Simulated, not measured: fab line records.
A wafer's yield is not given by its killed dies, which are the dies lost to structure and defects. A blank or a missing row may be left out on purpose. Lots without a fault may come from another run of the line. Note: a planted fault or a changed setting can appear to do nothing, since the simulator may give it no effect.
Matching of chambers | flow nand harc | NHARC_A_CHANNEL_FILL_D2_ETCHBACK_20 on rie diel-13 has 4 sister chambers
The step etches the open film in C4F8/O2/Ar, target depth 27 nm, time 13.5 s. 14 wafers are shown with their chamber, then 7 later ones without.

WAFERS PAIRED WITH THEIR CHAMBERS
wafer  | chamber | rf vpp V (V) | oes product au (a.u.) | bias w (W)
L459.3 | 1       | 979          | 1.013                 | 1497
L459.4 | 0       | 980          | 1.032                 | 1496
L459.5 | 3       | 984          | 1.016                 | 1503
L461.2 | 1       | 980          | 1.018                 | 1496
L461.5 | 2       | 971          | 0.994                 | 1496
L461.6 | 3       | 983          | 1.016                 | 1494
L460.1 | 3       | 982          | 1.018                 | 1494
L460.2 | 2       | 969          | 1.004                 | 1502
L460.5 | 1       | 981          | 1.018                 | 1493
L468.2 | 0       | 980          | 0.929                 | 1500
L470.2 | 2       | 968          | 0.999                 | 1503
L470.6 | 1       | 980          | 1.016                 | 1505
L477.1 | 2       | 969          | 0.985                 | 1500
L477.2 | 1       | 980          | 1.007                 | 1502

SIGNATURES (means of the wafers above)
reading        | chamber 0 | chamber 1 | chamber 2 | chamber 3 | scatter within a chamber
rf vpp V       | 980.00    | 980.00    | 969.25    | 983.00    | 0.935
oes product au | 0.98050   | 1.01440   | 0.99550   | 1.01667   | 0.0236
bias w         | 1498.00   | 1498.60   | 1500.25   | 1497.00   | 4.29
Rule: a wafer's distance from a chamber is the root of the sum, over the readings, of the square of ((its reading less the chamber's mean) divided by the reading's scatter). The wafer belongs to the nearest chamber; if the next one is less than 2 further off, it can't be placed. The scatter: the root of (the sum of the squares of (reading less its chamber's mean) over the shown wafers, divided by (wafers less chambers)).

WAFERS WITH NO CHAMBER GIVEN
wafer  | rf vpp V (V) | oes product au (a.u.) | bias w (W)
L477.3 | 979          | 1.005                 | 1499
L480.2 | 981          | 1.026                 | 1499
L480.4 | 979          | 0.987                 | 1501
L480.6 | 981          | 1.007                 | 1493
L482.1 | 971          | 1.000                 | 1502
L482.2 | 979          | 1.013                 | 1495
L482.6 | 969          | 1.009                 | 1499

EACH ONE'S CHAMBER
wafer  | from the rows above          | in truth
L477.3 | can't be placed: 1 or 0      | 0
L480.2 | can't be placed: 1 or 0 or 3 | 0
L480.4 | can't be placed: 0 or 1      | 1
L480.6 | can't be placed: 1 or 0 or 3 | 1
L482.1 | 2                            | 2
L482.2 | can't be placed: 1 or 0      | 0
L482.6 | 2                            | 2
Placed correctly: 2 of 7. These rows do not allow placing 5 (true chamber among the candidates in 5). Wrongly placed: 0.
